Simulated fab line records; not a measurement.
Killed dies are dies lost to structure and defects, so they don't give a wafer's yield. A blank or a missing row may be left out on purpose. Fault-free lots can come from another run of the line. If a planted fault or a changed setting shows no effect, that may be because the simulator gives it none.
fab line records -- flow n5_finfet
record: lots: 5, wafers: 13, last_day: 16
route steps=1938 shown BEOL_M1@758 BEOL_M4@1111
lots that met no fault: from a run of the same line without faults
start_h: start of the lot's first displayed wafer, in hours after the record's first day -- wait_h: how many hours have passed since the lot's step before this one -- " the same as in the row above -- L1.1+2: several wafers, shown together as one row -- - no value, or no start given -- * or withheld: withheld -- < > ~ a bound
route shown NAME@n: a module of which the file shows steps, and the number in the route of the first -- usual: average and standard deviation across the fault-free wafers -- same: alike in all rows -- chamber/n: place in a boat -- sites: per-site readings -- _std_site: standard deviation of those values -- _edge_site: the outer-site mean with the inner-site mean subtracted -- radius_mm: how far each site lies from the wafer's centre -- mask NAME#n: copy n -- behind: the tool/chamber that last shaped the wafer -- hold: cause of the lot's hold/its duration in hours/its outcome -- device: names the non-switching transistor (n, p or np) -- end of line: tests run on the same wafers once the route is complete -- where a step has no rows: the recipe by itself -- killed: at the first sort, the dies lost to defects and structure; wafer yield is something else -- map: the dies of a wafer, with x for killed, . for not killed, _ for no die there
set.NAME: the setting the step ran with; set.NAME@STEP: the setting that earlier step ran with -- model.NAME: the simulator's own value behind a step, which no gauge read
a table for each step, a row for each wafer; lots at some steps of the route
services: when a tool's chamber went out of use (start_h, in hours from the record's first day, below 0 if earlier), for how many hours, and the reason
== steps ==
step: N5_BEOL_M1_COAT_05
recipe: resist: CAR-EUV, spin_rpm: 1500, resist_thk_nm: 30
step: N5_BEOL_M1_EBR_07
recipe: solvent: PGMEA, ebr_width_mm: 1.5
step: N5_BEOL_M1_SOFTBAKE_06
recipe: temp_c: 110, time_s: 60, resist: CAR-EUV
step: N5_BEOL_M1_EXPOSE_08
recipe: mask_id: M1, na: 0.33, source_shape: dipole, sigma_inner: 0.369, sigma_outer: 0.767, polarization: unpolarized, dose_mj: 33
step: N5_BEOL_M1_PEB_09
recipe: peb_temp_c: 100, peb_time_s: 60, resist: CAR-EUV
step: N5_BEOL_M1_DEVELOP_10
recipe: develop_time_s: 30, developer: TMAH, resist: CAR-EUV, rinse_liquid: surfactant_rinse, dry: air_spin, dev_temp_c: 23
step: N5_BEOL_M1_DESCUM_16
recipe: chemistry: O2, time_s: 7, source_power_w: 50, bias_power_w: 20, pressure_mtorr: 20, rf_frequency_hz: 2.712e+07, temp_c: 40, resist: CAR-EUV, o2_flow_sccm: 225
step: N5_BEOL_M1_ETCH_74
recipe: chemistry: N2/H2, target: underlayer, target_depth_a: 65, mask_material: CAR-EUV, time_s: 5.2, ion_energy_ev: 200, pressure_mtorr: 30, source_w: 840, bias_w: 150, n2_flow_sccm: 200, h2_flow_sccm: 200, ends: cleared
step: N5_BEOL_M1_ETCH_63
recipe: chemistry: CF4, target: SiARC, target_depth_a: 156, mask_material: CAR-EUV, time_s: 26, ion_energy_ev: 80, pressure_mtorr: 40, source_w: 545, bias_w: 36, Ar_flow_sccm: 100, cf4_flow_sccm: 100, ends: cleared
step: N5_BEOL_M1_ETCH_64
recipe: chemistry: N2/H2, target: SOC, target_depth_a: 750, overetch_a: 150, mask_material: SiARC, temp_c: 40, time_s: 112.5, ion_energy_ev: 200, pressure_mtorr: 30, source_w: 840, bias_w: 150, n2_flow_sccm: 200, h2_flow_sccm: 200
usual: drypump_motor_current_A: 5.6/0.53, oes_product_au: 0.63/0.06, rf_vpp_V: 524.7/2.3, showerhead_plenum_p_Torr: 2.58/0.08, throttle_valve_pct: 17.72/0.2
lot.wafer,tool,chamber,start_h,wait_h,drypump_motor_current_A,oes_product_au,rf_hours_counter_h,rf_vpp_V,showerhead_plenum_p_Torr,throttle_valve_pct,model.SiARC_of_BEOL_M1_COAT_62.thk_nm
L414.2,rie_diel-01,1,132.56,0.0,5.7,0.62,121,523.5,2.56,17.73,6.6
L414.3,rie_diel-01,0,132.56,0.0,5.8,0.68,34,528.4,2.69,17.77,6.8
L414.6,rie_diel-01,2,132.56,0.0,4.9,0.67,-,520.9,2.47,17.42,6.6
L425.2,rie_diel-03,3,201.78,0.0,5.7,0.71,31,525.2,2.59,17.66,6.6
L425.3,rie_diel-03,1,201.78,0.0,6.6,0.57,207,526.2,2.62,17.86,7
L425.4,rie_diel-03,0,201.78,0.0,5.7,0.72,25,522.9,2.49,17.26,6.8
L427.1,rie_diel-01,2,209.14,0.0,4.9,0.65,87,520.8,2.46,17.45,6.6
L427.3,rie_diel-01,3,209.14,0.0,5.5,0.66,42,526.5,2.58,17.63,6.2
L427.4,rie_diel-01,0,209.14,0.0,5.8,0.63,55,527.2,2.68,17.80,6.2
L428.2,rie_diel-01,2,211.20,0.0,4.9,0.65,88,521.3,2.46,17.45,6.6
L428.3,rie_diel-01,1,211.20,0.0,5.7,0.58,144,525.4,2.55,17.77,6.2
L432.3,rie_diel-01,2,235.84,0.0,4.9,0.61,97,522.4,2.46,17.46,6.2
L432.4,rie_diel-01,3,235.84,0.0,5.5,0.65,51,524.1,2.58,17.66,6.2
step: N5_BEOL_M1_STRIP_65
recipe: chemistry: N2/H2, temp_c: 40, n2_flow_sccm: 200, h2_flow_sccm: 200, rf_frequency_hz: 6e+07
step: N5_BEOL_M1_STRIP_75
recipe: chemistry: N2/H2, temp_c: 40, n2_flow_sccm: 200, h2_flow_sccm: 200, rf_frequency_hz: 6e+07
step: N5_BEOL_M1_STRIP_66
recipe: chemistry: CF4, resist: SiARC, power_w: 300, bias_power_w: 75, pressure_mtorr: 50, cf4_flow_sccm: 150, rf_frequency_hz: 6e+07
step: N5_BEOL_M1_HM_OPEN_17
recipe: chemistry: Cl2/BCl3, target_depth_a: 200, overetch_a: 60, target: TiN, mask_material: SOC, ion_energy_ev: 150, pressure_mtorr: 10, icp_w: 1000, bias_w: 126, Cl2_flow_sccm: 53.25, bcl3_flow_sccm: 21.75, Ar_flow_sccm: 25
usual: drypump_motor_current_A: 6.0/0.34, mfc_ar_sccm: 25.00/0.067, mfc_cl2_sccm: 53.25/0.16, oes_product_au: 0.64/0.077, throttle_valve_pct: 22.39/0.18
lot.wafer,tool,chamber,start_h,wait_h,drypump_motor_current_A,mfc_ar_sccm,mfc_cl2_sccm,oes_product_au,rf_hours_counter_h,throttle_valve_pct,model.etch.depth_nm
L414.2,rie_metal-02,0,132.74,0.0,6.0,25.01,52.98,0.57,83,22.28,19.6
L414.3,rie_metal-02,1,132.74,0.0,6.3,24.97,53.31,0.58,-,22.69,19.68
L414.6,rie_metal-02,0,132.74,0.0,6.0,24.97,53.07,0.57,-,22.29,19.78
L425.2,rie_metal-02,0,201.95,0.0,6.0,24.99,53.18,0.56,90,22.30,19.73
L425.3,rie_metal-02,0,201.95,0.0,6.0,25.07,53.46,0.57,-,22.28,20.02
L425.4,rie_metal-02,1,201.95,0.0,6.3,25.05,53.25,0.57,-,22.71,19.78
L427.1,rie_metal-02,0,209.31,0.0,6.0,24.98,53.45,0.56,91,22.31,19.77
L427.3,rie_metal-02,0,209.31,0.0,6.0,24.97,53.32,0.54,-,22.35,18.68
L427.4,rie_metal-02,1,209.31,0.0,6.3,24.94,53.16,0.55,-,22.75,18.76
L428.2,rie_metal-03,1,211.37,0.0,6.0,24.95,53.04,0.76,6,22.29,19.84
L428.3,rie_metal-03,1,211.37,0.0,6.0,24.94,53.13,0.74,-,22.34,18.91
L432.3,rie_metal-03,1,236.04,0.1,6.0,25.05,53.00,0.74,-,22.33,18.97
L432.4,rie_metal-03,0,236.04,0.1,6.1,25.06,53.52,0.65,-,22.52,18.87
step: N5_BEOL_M1_STRIP_19
recipe: chemistry: O2, power_w: 400, temp_c: 40, pressure_mtorr: 30, rf_frequency_hz: 6e+07, bias_power_w: 0, overash_fraction: 0.2, o2_flow_sccm: 225
step: N5_BEOL_M4_RC_MEAS_101
usual: DIBL_N: 36.3/1.4, DIBL_P: 36.2/1.5, IOFF_N: 0.160/0.021, IOFF_P: 0.211/0.027, ION_N: 676/7.7, ION_P: 463/5.5, SS_N: 71.4/0.57, SS_P: 73.3/0.58, VT_N: 249.3/2.5, VT_P: -250.1/2.6
lot.wafer,tool,chamber,start_h,wait_h,DIBL_N[mV/V],DIBL_P[mV/V],IOFF_N[nA/um],IOFF_P[nA/um],ION_N[uA/um],ION_P[uA/um],SS_N[mV/dec],SS_P[mV/dec],VT_N[mV],VT_P[mV]
L414.2,prober-01,0,181.69,0.2,38.7,38.4,0.179,0.243,674,463,71.8,73.8,248.3,-248.6
L414.3,prober-01,0,181.69,0.2,39.5,39.5,0.202,0.268,682,467,72.1,74.0,244.0,-247.0
L414.6,prober-01,0,181.69,0.2,38.9,38.5,0.187,0.254,680,465,71.6,73.5,246.7,-246.5
L425.2,prober-02,0,246.48,0.2,38.0,38.1,0.180,0.211,676,457,72.7,74.4,248.9,-254.4
L425.3,prober-02,0,246.48,0.2,35.2,35.3,0.134,0.168,681,459,71.3,73.3,253.5,-254.0
L425.4,prober-02,0,246.48,0.2,37.7,38.0,0.182,0.196,674,452,72.8,74.0,251.3,-253.5
L427.1,prober-01,0,249.80,0.0,35.4,35.0,0.166,0.224,673,467,71.1,73.1,247.3,-246.8
L427.3,prober-01,0,249.80,0.0,36.9,36.7,0.200,0.249,691,475,71.4,74.5,244.5,-247.0
L427.4,prober-01,0,249.80,0.0,37.2,36.1,0.185,0.243,686,470,72.3,74.2,243.0,-244.7
L428.2,prober-02,0,260.93,0.2,38.2,36.8,0.173,0.255,680,475,72.0,73.2,246.5,-247.3
L428.3,prober-02,0,260.93,0.2,39.0,37.5,0.184,0.272,672,468,72.5,73.5,247.7,-243.9
L432.3,prober-02,0,276.42,0.3,36.4,35.8,0.172,0.203,685,461,71.2,73.6,247.1,-255.4
L432.4,prober-02,0,276.42,0.3,35.2,34.1,0.147,0.186,675,460,71.2,72.7,248.0,-252.7
== services ==
tool,chamber,start_h,hours,kind
rie_metal-03,1,126.76,-,clean
rie_metal-03,1,126.76,19.8,scheduled_down
rie_metal-03,1,126.76,19.8,vent_cycle
rie_diel-01,3,135.89,14.2,repair
rie_diel-03,3,151.46,4.3,repair
rie_diel-03,2,170.31,8.0,repair
rie_diel-03,3,214.67,3.1,repair
rie_diel-01,0,216.59,1.2,repair
rie_diel-03,2,224.91,9.3,repair
== key ==
first_sign none at tools or gauges
model_effect: step: N5_BEOL_M1_ETCH_64, value: SiARC_of_BEOL_M1_COAT_62.thk_nm, without: 6.68, struck: 6.2
model_effect: step: N5_BEOL_M1_HM_OPEN_17, value: etch.depth_nm, without: 19.93, struck: 18.84
met_at N5_BEOL_M1_ETCH_64
struck_wafers L427.3,L427.4,L428.3,L432.3,L432.4
onset_between 132.56 209.14
fault: kind: process_parameter_drift, tool: rie_diel-01, chamber: -, onset_h: 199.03, steps: N5_BEOL_M1_ETCH_64, channel: time_s, offset: *, shape: step, end_h: 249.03, scope: struck_wafers_only, acts_in: *, stated: *
